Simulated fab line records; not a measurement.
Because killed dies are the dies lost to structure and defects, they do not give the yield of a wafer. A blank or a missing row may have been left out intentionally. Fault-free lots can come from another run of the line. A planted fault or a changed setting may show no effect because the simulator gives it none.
fab line records ; flow nandHarc ; part 1 of 2: steps 1 to 3 of 6
[record] lots = 20; wafers = 60; lastDay = 24
route steps=1159 shown P_GATE@150 P_M0@266 P_M1@299
lots that met no fault: from a run of the same line without faults
startH: start of the lot's first displayed wafer, in hours after the record's first day ; waitH: hours since the lot's step before ; " identical to the entry in the row above ; L1.1+2: several wafers, shown together as one row ; - either no value or no given start ; * or withheld: withheld ; < > ~ a bound
route shown NAME@n: names a module that has steps shown in the file, with the first one's number in the route ; usual: mean/standard deviation taken from wafers without a fault ; same: alike in all rows ; chamber/n: place in a boat ; sites: per-site readings ; _std_site: how widely they spread, as a standard deviation ; _edge_site: the outer-site mean with the inner-site mean subtracted ; radiusMm: how far each site lies from the wafer's centre ; mask NAME#n: copy n ; behind: tool/chamber where the wafer was last shaped ; hold: why the lot was held/for how many hours/how that ended ; device: transistor that didn't switch, given as n, p or np ; end of line: the tests these same wafers got at the end of their route ; a step given without rows: its recipe and nothing more ; killed: count of dies lost to structure and defects at first sort (not the wafer's yield) ; map: a wafer's dies, x killed, . not, _ none there
set.NAME: the setting the step ran with; set.NAME@STEP: the setting that earlier step ran with ; model.NAME: the simulator's own value behind a step, which no gauge read
one table for each step of the route and one row for each wafer, over a sample of lots
services: the hour from which a tool's chamber was out of use, counted from the record's first day as startH (under 0 if before that day), plus the number of hours and why
[[steps]]
[step NHARC_P_GATE_STRIP_108]
[recipe] o2FlowSccm = 500; arFlowSccm = 0; biasW = 0; chemistry = O2
[usual] drypumpMotorCurrentA = 5.9/0.46; oesProductAu = 1.001/0.0077; rfVppV = 57.8/0.9; showerheadPlenumPTorr = 3.52/0.17; throttleValvePct = 17.036/0.0091
lot.wafer;tool;chamber;startH;waitH;drypumpMotorCurrentA;oesProductAu;rfHoursCounterH;rfVppV;showerheadPlenumPTorr;throttleValvePct
L074.4;rieDiel-01;3;89.31;-;5.6;0.995;21;58.3;3.70;17.036
L074.6;rieDiel-01;0;89.31;-;5.3;1.008;-;57.8;3.63;17.042
L074.5;rieDiel-01;1;89.31;-;5.7;1.000;-;58.1;3.67;17.046
L075.4;rieDiel-01;0;97.84;-;5.3;1.000;25;57.1;3.63;17.030
L075.6;rieDiel-01;3;97.84;-;5.6;0.997;-;58.3;3.70;17.043
L075.5;rieDiel-01;0;97.84;-;5.3;1.003;-;57.5;3.63;17.030
L077.2;rieDiel-01;0;110.15;-;5.3;1.000;27;57.5;3.63;17.029
L077.1;rieDiel-01;2;110.15;-;5.6;1.002;27;57.1;3.35;17.016
L077.6;rieDiel-01;0;110.15;-;5.3;1.006;-;58.3;3.63;17.034
L076.3;rieDiel-03;1;110.23;-;6.4;1.010;22;56.7;3.36;17.040
L076.4;rieDiel-03;2;110.23;-;6.7;1.011;23;58.7;3.54;17.040
L076.1;rieDiel-03;3;110.23;-;6.4;1.010;23;57.6;3.74;17.037
L078.1;rieDiel-03;0;113.71;-;5.2;1.002;24;57.5;3.32;17.032
L078.2;rieDiel-03;1;113.71;-;6.4;0.986;24;57.3;3.36;17.062
L078.5;rieDiel-03;3;113.71;-;6.4;0.987;-;58.6;3.74;17.037
L080.3;rieDiel-01;2;130.11;-;5.6;0.992;30;57.8;3.35;17.043
L080.5;rieDiel-01;0;130.11;-;5.3;1.003;-;57.6;3.63;17.020
L080.6;rieDiel-01;1;130.11;-;5.7;1.000;-;58.9;3.67;17.033
L081.4;rieDiel-03;3;145.70;-;6.4;1.011;34;58.9;3.73;17.044
L081.2;rieDiel-03;1;145.70;-;6.4;0.999;35;56.8;3.36;17.044
L081.6;rieDiel-03;3;145.70;-;6.4;1.001;-;57.4;3.73;17.043
L082.4;rieDiel-01;0;147.36;-;5.3;1.008;0;58.1;3.63;17.031
L082.1;rieDiel-01;2;147.36;-;5.5;1.007;0;56.7;3.35;17.043
L082.5;rieDiel-01;3;147.36;-;5.6;1.004;-;58.3;3.70;17.024
L085.1;rieDiel-04;1;156.23;-;6.2;1.001;13;56.1;3.30;17.036
L085.3;rieDiel-04;2;156.23;-;5.6;0.991;13;56.6;3.32;17.039
L085.6;rieDiel-04;3;156.23;-;6.0;0.996;-;59.9;3.72;17.025
L084.1;rieDiel-03;2;156.38;-;6.7;1.019;39;56.2;3.53;17.035
L084.2;rieDiel-03;3;156.38;-;6.4;1.014;38;58.8;3.73;17.027
L084.3;rieDiel-03;0;156.38;-;5.3;1.008;41;57.2;3.31;17.038
L087.1;rieDiel-04;3;171.13;-;6.0;0.989;19;58.6;3.72;17.026
L087.6;rieDiel-04;3;171.13;-;6.0;0.988;-;58.5;3.72;17.030
L087.5;rieDiel-04;0;171.13;-;6.0;1.003;-;58.0;3.63;17.036
L086.1;rieDiel-04;2;171.60;-;5.6;1.011;18;58.5;3.32;17.027
L086.2;rieDiel-04;3;171.60;-;6.1;1.009;19;59.7;3.72;17.032
L086.6;rieDiel-04;1;171.60;-;6.1;1.015;-;57.5;3.29;17.044
L088.1;rieDiel-04;3;181.63;-;6.0;1.012;25;57.0;3.72;17.032
L088.4;rieDiel-04;1;181.63;-;6.2;1.014;23;56.2;3.29;17.046
L088.6;rieDiel-04;3;181.63;-;6.0;1.003;-;57.7;3.72;17.049
L089.2;rieDiel-03;1;181.72;-;6.4;0.987;49;56.8;3.35;17.028
L089.1;rieDiel-03;2;181.72;-;6.7;1.010;49;57.3;3.52;17.031
L089.4;rieDiel-03;0;181.72;-;5.3;1.002;52;58.1;3.30;17.044
L090.1;rieDiel-04;3;187.83;-;6.1;0.999;26;58.5;3.72;17.040
L090.3;rieDiel-04;1;187.83;-;6.2;1.010;24;56.5;3.29;17.032
L090.6;rieDiel-04;3;187.83;-;6.1;1.000;-;58.4;3.72;17.028
L091.3;rieDiel-01;3;196.59;-;5.6;0.996;7;58.0;3.69;17.018
L091.4;rieDiel-01;0;196.59;-;5.3;0.996;7;56.7;3.62;17.029
L091.6;rieDiel-01;1;196.59;-;5.7;0.991;-;58.6;3.66;17.038
L092.2;rieDiel-04;0;196.68;-;6.0;1.002;28;57.1;3.62;17.055
L092.3;rieDiel-04;1;196.68;-;6.1;0.999;29;57.6;3.29;17.054
L092.4;rieDiel-04;2;196.68;-;5.6;0.995;30;57.8;3.31;17.030
L093.3;rieDiel-03;1;204.35;-;6.4;0.999;56;56.9;3.34;17.035
L093.1;rieDiel-03;0;204.35;-;5.3;1.002;58;57.8;3.30;17.034
L093.6;rieDiel-03;2;204.35;-;6.8;1.006;-;57.5;3.52;17.019
L095.4;rieDiel-03;3;212.73;-;6.4;0.998;56;59.2;3.72;17.035
L095.1;rieDiel-03;1;212.73;-;6.4;0.994;59;57.6;3.34;17.030
L095.3;rieDiel-03;2;212.73;-;6.7;1.004;58;57.5;3.52;17.035
L097.2;rieDiel-01;3;222.35;-;5.6;0.995;14;57.0;3.69;17.030
L097.4;rieDiel-01;0;222.35;-;5.3;1.006;12;56.8;3.62;17.030
L097.5;rieDiel-01;2;222.35;-;5.6;0.995;-;56.9;3.34;17.044
[step NHARC_P_M0_DESCUM_14]
[recipe] timeS = 3; o2FlowSccm = 200; arFlowSccm = 0; biasPowerW = 0; chemistry = O2
[usual] drypumpMotorCurrentA = 5.70/0.26; oesProductAu = 1.001/0.0097; rfVppV = 57.8/0.9; showerheadPlenumPTorr = 1.90/0.09; throttleValvePct = 11.311/0.0091
lot.wafer;tool;chamber;startH;waitH;drypumpMotorCurrentA;oesProductAu;rfHoursCounterH;rfVppV;showerheadPlenumPTorr;throttleValvePct
L074.5;rieDiel-09;0;116.38;0.1;5.24;0.995;-;58.2;2.03;11.315
L074.6;rieDiel-09;1;116.38;0.1;5.68;0.982;-;59.5;2.04;11.318
L074.4;rieDiel-09;3;116.38;0.1;5.66;0.990;-;57.2;1.85;11.322
L075.4;rieDiel-06;1;131.18;0.1;5.58;1.018;3.2;58.5;1.83;11.303
L075.5;rieDiel-06;2;131.18;0.1;5.70;1.006;-;58.1;2.00;11.325
L075.6;rieDiel-06;3;131.18;0.1;5.90;1.009;-;57.3;1.84;11.294
L076.1;rieDiel-09;1;134.30;0.1;5.68;1.002;3.5;56.4;2.04;11.310
L076.3;rieDiel-09;1;134.30;0.1;5.70;0.983;-;59.0;2.04;11.323
L076.4;rieDiel-09;3;134.30;0.1;5.63;0.996;-;57.8;1.85;11.311
L077.2;rieDiel-02;3;134.82;0.1;5.86;1.014;9.3;57.9;1.96;11.303
L077.1;rieDiel-02;0;134.82;0.1;5.92;1.015;10.4;55.5;1.83;11.308
L077.6;rieDiel-02;2;134.82;0.1;5.99;1.011;-;58.9;1.83;11.308
L078.2;rieDiel-06;1;145.43;0.1;5.60;0.997;4.5;57.6;1.83;11.309
L078.1;rieDiel-06;3;145.43;0.1;5.89;0.998;4.3;56.4;1.84;11.304
L078.5;rieDiel-06;1;145.43;0.1;5.58;1.013;-;56.9;1.83;11.316
L080.3;rieDiel-06;2;153.99;0.1;5.71;0.995;5.7;58.1;1.99;11.306
L080.6;rieDiel-06;0;153.99;0.1;5.20;0.998;-;57.2;1.83;11.327
L080.5;rieDiel-06;1;153.99;0.1;5.59;1.007;-;57.3;1.83;11.321
L081.2;rieDiel-09;3;171.13;0.1;5.63;0.999;6.8;57.2;1.85;11.303
L081.4;rieDiel-09;1;171.13;0.1;5.68;0.997;7.0;58.7;2.04;11.297
L081.6;rieDiel-09;3;171.13;0.1;5.62;1.000;-;56.7;1.85;11.304
L082.1;rieDiel-06;3;176.31;0.1;5.90;1.022;6.4;57.3;1.84;11.318
L082.4;rieDiel-06;2;176.31;0.1;5.68;0.998;6.8;59.7;1.99;11.309
L082.5;rieDiel-06;0;176.31;0.1;5.19;1.009;-;56.3;1.83;11.303
L085.3;rieDiel-09;1;181.29;0.1;5.69;0.982;7.6;57.8;2.04;11.307
L085.1;rieDiel-09;3;181.29;0.1;5.66;0.990;7.5;57.3;1.85;11.299
L085.6;rieDiel-09;1;181.29;0.1;5.70;0.980;-;59.3;2.03;11.320
L084.2;rieDiel-09;1;181.63;0.1;5.69;0.983;7.7;58.7;2.03;11.309
L084.1;rieDiel-09;3;181.63;0.1;5.66;0.994;7.5;57.6;1.85;11.317
L084.3;rieDiel-09;0;181.63;0.1;5.25;0.991;7.0;57.8;2.02;11.308
L087.1;rieDiel-06;0;198.51;0.1;5.20;0.998;8.3;58.4;1.83;11.311
L087.6;rieDiel-06;3;198.51;0.1;5.90;1.009;-;57.0;1.84;11.315
L087.5;rieDiel-06;0;198.51;0.1;5.22;1.012;-;57.5;1.83;11.333
L086.1;rieDiel-02;3;199.61;0.1;5.85;1.006;2.5;56.6;1.96;11.317
L086.2;rieDiel-02;0;199.61;0.1;5.93;1.002;2.7;56.8;1.83;11.300
L086.6;rieDiel-02;2;199.61;0.1;6.00;1.013;-;58.1;1.82;11.310
L089.1;rieDiel-09;1;213.57;0.1;5.68;0.991;8.8;58.8;2.03;11.318
L089.2;rieDiel-09;2;213.57;0.1;5.77;0.996;5.7;57.4;1.81;11.310
L089.4;rieDiel-09;3;213.57;0.1;5.67;0.985;8.5;56.7;1.85;11.294
L088.1;rieDiel-02;1;214.13;0.1;6.03;1.005;3.7;56.3;2.02;11.305
L088.4;rieDiel-02;2;214.13;0.1;6.00;0.999;3.1;58.9;1.82;11.320
L088.6;rieDiel-02;1;214.13;0.1;6.04;1.006;-;58.7;2.02;11.312
L090.3;rieDiel-09;1;214.63;0.1;5.67;0.989;8.8;58.7;2.03;11.306
L090.1;rieDiel-09;2;214.63;0.1;5.75;0.997;5.7;57.7;1.81;11.309
L090.6;rieDiel-09;1;214.63;0.1;5.66;0.988;-;59.3;2.03;11.326
L092.3;rieDiel-02;0;220.13;0.1;5.92;1.004;4.4;58.5;1.83;11.311
L092.4;rieDiel-02;1;220.13;0.1;6.01;1.008;4.0;57.6;2.02;11.305
L092.2;rieDiel-02;2;220.13;0.1;6.00;1.013;3.3;58.1;1.82;11.312
L091.3;rieDiel-06;2;222.47;0.1;5.68;1.005;10.4;57.8;1.99;11.305
L091.4;rieDiel-06;3;222.47;0.1;5.87;1.014;10.4;57.4;1.84;11.289
L091.6;rieDiel-06;1;222.47;0.1;5.58;1.007;-;56.8;1.83;11.318
L093.3;rieDiel-02;0;227.78;0.1;5.89;1.011;4.8;56.6;1.82;11.319
L093.1;rieDiel-02;1;227.78;0.1;6.01;1.008;4.6;59.7;2.02;11.323
L093.6;rieDiel-02;3;227.78;0.1;5.83;1.007;-;58.6;1.96;11.304
L095.4;rieDiel-02;1;240.15;0.1;6.04;1.014;5.8;57.7;2.02;11.312
L095.3;rieDiel-02;2;240.15;0.1;6.01;0.999;5.3;55.9;1.82;11.299
L095.1;rieDiel-02;3;240.15;0.1;5.85;1.012;5.3;57.6;1.96;11.306
L097.4;rieDiel-02;2;247.97;0.1;6.00;1.006;5.7;56.7;1.82;11.320
L097.2;rieDiel-02;3;247.97;0.1;5.84;0.997;5.7;57.3;1.96;11.320
L097.5;rieDiel-02;1;247.97;0.1;6.02;1.008;-;57.7;2.02;11.321
[step NHARC_P_M0_ETCH_34]
[recipe] targetDepthA = 400; overetchA = 120; timeS = 43.94; ionEnergyEv = 200; n2FlowSccm = 150; h2FlowSccm = 150; arFlowSccm = 0; rfW = 400; biasW = 150; chemistry = N2/H2
[usual] drypumpMotorCurrentA = 5.71/0.25; h2FlowSccm = 150.0/0.45; oesProductAu = 1.001/0.0098; rfVppV = 430.2/2.8; showerheadPlenumPTorr = 2.04/0.098; throttleValvePct = 14.171/0.0095
lot.wafer;tool;chamber;startH;waitH;drypumpMotorCurrentA;h2FlowSccm;oesProductAu;rfHoursCounterH;rfVppV;showerheadPlenumPTorr;throttleValvePct
L074.4;rieDiel-09;1;116.47;0.1;5.71;150.4;0.983;-;433.3;2.17;14.167
L074.5;rieDiel-09;3;116.47;0.1;5.65;150.2;0.993;-;427.9;1.97;14.172
L074.6;rieDiel-09;0;116.47;0.1;5.22;150.1;0.983;-;434.2;2.16;14.164
L075.4;rieDiel-06;1;131.24;0.1;5.58;150.5;1.015;3.3;428.2;1.95;14.160
L075.5;rieDiel-06;1;131.24;0.1;5.58;151.0;1.003;-;426.2;1.95;14.185
L075.6;rieDiel-06;2;131.24;0.1;5.70;150.1;1.004;-;433.9;2.13;14.182
L076.1;rieDiel-09;1;134.44;0.1;5.67;150.3;0.982;3.5;432.5;2.17;14.191
L076.3;rieDiel-09;1;134.44;0.1;5.70;150.0;0.992;-;433.8;2.17;14.171
L076.4;rieDiel-09;3;134.44;0.1;5.63;150.5;0.986;-;429.8;1.97;14.176
L077.1;rieDiel-02;2;134.89;0.1;5.99;150.5;0.987;9.5;428.4;1.94;14.188
L077.2;rieDiel-02;3;134.89;0.1;5.84;149.7;0.997;9.3;432.9;2.09;14.175
L077.6;rieDiel-02;2;134.89;0.1;5.99;150.3;0.986;-;425.9;1.94;14.166
L078.1;rieDiel-06;3;145.50;0.1;5.90;150.6;1.004;4.3;427.7;1.96;14.176
L078.2;rieDiel-06;1;145.50;0.1;5.59;150.1;1.014;4.5;427.8;1.95;14.168
L078.5;rieDiel-06;0;145.50;0.1;5.17;150.4;1.011;-;426.3;1.95;14.162
L080.3;rieDiel-06;1;154.08;0.1;5.60;149.8;1.011;5.7;428.0;1.95;14.168
L080.5;rieDiel-06;2;154.08;0.1;5.72;150.9;1.003;-;433.8;2.13;14.170
L080.6;rieDiel-06;3;154.08;0.1;5.91;150.1;1.003;-;428.6;1.96;14.171
L081.4;rieDiel-09;1;171.21;0.1;5.70;149.9;0.990;7.0;433.2;2.17;14.164
L081.2;rieDiel-09;3;171.21;0.1;5.65;150.0;0.993;6.8;428.9;1.97;14.174
L081.6;rieDiel-09;1;171.21;0.1;5.68;149.9;0.991;-;432.2;2.17;14.165
L082.1;rieDiel-06;3;176.40;0.1;5.87;149.9;1.006;6.4;426.5;1.96;14.143
L082.4;rieDiel-06;0;176.40;0.1;5.20;149.3;1.003;7.0;425.6;1.95;14.167
L082.5;rieDiel-06;3;176.40;0.1;5.87;150.2;1.003;-;427.2;1.96;14.165
L085.3;rieDiel-09;0;181.37;0.1;5.23;150.2;1.000;6.9;434.9;2.16;14.174
L085.1;rieDiel-09;3;181.37;0.1;5.62;149.8;0.986;7.5;428.5;1.97;14.173
L085.6;rieDiel-09;0;181.37;0.1;5.21;150.6;0.999;-;434.8;2.16;14.177
L084.3;rieDiel-09;2;181.71;0.1;5.77;150.4;0.980;4.8;428.1;1.93;14.174
L084.2;rieDiel-09;0;181.71;0.1;5.23;150.1;0.999;7.0;434.8;2.16;14.168
L084.1;rieDiel-09;1;181.71;0.1;5.69;150.5;0.976;7.7;433.4;2.17;14.167
L087.1;rieDiel-06;0;198.60;0.1;5.19;149.5;1.001;8.3;426.0;1.95;14.187
L087.6;rieDiel-06;0;198.60;0.1;5.18;150.1;0.999;-;427.4;1.95;14.156
L087.5;rieDiel-06;3;198.60;0.1;5.89;150.3;1.005;-;426.9;1.96;14.188
L086.1;rieDiel-02;0;199.69;0.1;5.90;149.7;0.994;2.7;427.2;1.94;14.177
L086.2;rieDiel-02;2;199.69;0.1;6.00;149.9;1.005;2.3;427.8;1.94;14.180
L086.6;rieDiel-02;0;199.69;0.1;5.91;149.9;1.005;-;427.4;1.94;14.182
L089.1;rieDiel-09;0;213.65;0.1;5.23;148.8;1.000;8.1;434.3;2.16;14.162
L089.4;rieDiel-09;1;213.65;0.1;5.68;149.5;0.994;8.8;433.4;2.17;14.164
L089.2;rieDiel-09;2;213.65;0.1;5.76;149.2;0.993;5.7;427.7;1.92;14.167
L088.4;rieDiel-02;2;214.21;0.1;6.00;150.1;1.011;3.1;429.0;1.94;14.186
L088.1;rieDiel-02;3;214.21;0.1;5.88;150.5;1.004;3.5;431.7;2.09;14.174
L088.6;rieDiel-02;2;214.21;0.1;5.99;150.3;1.013;-;427.9;1.94;14.165
L090.1;rieDiel-09;1;214.72;0.1;5.69;149.8;0.992;8.8;433.1;2.17;14.169
L090.3;rieDiel-09;2;214.72;0.1;5.75;149.7;0.992;5.7;426.2;1.92;14.162
L090.6;rieDiel-09;0;214.72;0.1;5.21;149.9;1.002;-;434.2;2.16;14.176
L092.3;rieDiel-02;3;220.21;0.1;5.85;150.6;1.001;3.7;431.5;2.09;14.172
L092.4;rieDiel-02;1;220.21;0.1;6.00;151.4;1.000;4.0;433.2;2.16;14.174
L092.2;rieDiel-02;2;220.21;0.1;5.99;150.5;1.004;3.3;429.6;1.94;14.172
L091.3;rieDiel-06;1;222.55;0.1;5.59;149.4;1.011;11.1;428.4;1.95;14.176
L091.4;rieDiel-06;3;222.55;0.1;5.90;149.3;1.013;10.4;428.1;1.96;14.173
L091.6;rieDiel-06;2;222.55;0.1;5.68;150.0;1.001;-;432.8;2.13;14.183
L093.3;rieDiel-02;3;227.86;0.1;5.89;149.6;1.011;4.1;432.7;2.09;14.178
L093.1;rieDiel-02;1;227.86;0.1;6.02;150.5;1.013;4.6;434.7;2.16;14.181
L093.6;rieDiel-02;2;227.86;0.1;6.01;149.9;1.009;-;428.1;1.94;14.162
L095.1;rieDiel-02;3;240.23;0.1;5.83;150.5;0.994;5.3;431.1;2.09;14.162
L095.3;rieDiel-02;1;240.23;0.1;6.02;149.8;0.999;5.8;433.6;2.16;14.163
L095.4;rieDiel-02;2;240.23;0.1;6.00;150.1;1.003;5.3;427.7;1.94;14.172
L097.2;rieDiel-02;0;248.04;0.1;5.93;150.7;1.006;6.4;427.7;1.94;14.172
L097.4;rieDiel-02;2;248.04;0.1;5.99;149.8;1.005;5.7;426.7;1.94;14.181
L097.5;rieDiel-02;0;248.04;0.1;5.92;150.5;1.003;-;428.8;1.94;14.167
